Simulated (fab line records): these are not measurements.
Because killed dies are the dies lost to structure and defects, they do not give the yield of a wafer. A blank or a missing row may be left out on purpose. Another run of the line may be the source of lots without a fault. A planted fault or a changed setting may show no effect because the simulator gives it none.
Chamber matching -- flow nand harc -- 3 sister chambers for NHARC_A_CONTACT_DEP_58 on pecvd-03
The step deposits SiON, target thk 90 nm. 3 wafers are shown with their chamber, then 9 later ones without.

EACH WAFER AND ITS CHAMBER
wafer,chamber,heater power w (W)
L083.2,1,791
L083.3,2,723
L083.4,0,749

WAFERS MISSING THEIR CHAMBER
wafer,heater power w (W)
L087.1,653
L087.2,786
L087.3,705
L091.1,793
L091.4,729
L091.5,800
L095.1,782
L095.4,763
L095.6,772

EACH ONE'S CHAMBER
wafer,from the rows above,in truth
L087.1,can't be placed: 2 or 0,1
L087.2,can't be placed: 1 or 0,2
L087.3,can't be placed: 2 or 0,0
L091.1,can't be placed: 1 or 0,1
L091.4,can't be placed: 2 or 0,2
L091.5,can't be placed: 1 or 0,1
L095.1,can't be placed: 1 or 0 or 2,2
L095.4,can't be placed: 0 or 1 or 2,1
L095.6,can't be placed: 1 or 0 or 2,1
Correctly placed: 0 of 9. From these rows, 9 cannot be placed; in 7 the true chamber is one of the candidates. 0 placed wrongly.
How it was worked out, from the rows above alone: a wafer's distance from a chamber is the root of the sum, over the readings, of the square of ((its reading less the chamber's mean) divided by the reading's scatter). If the next closest chamber is less than 2 further off than the closest, the wafer can't be placed; otherwise it belongs to the closest. A chamber's mean is the mean of its shown wafers. The scatter: root of mean squared gap, hidden wafer to nearest shown wafer, with one shown wafer a chamber.
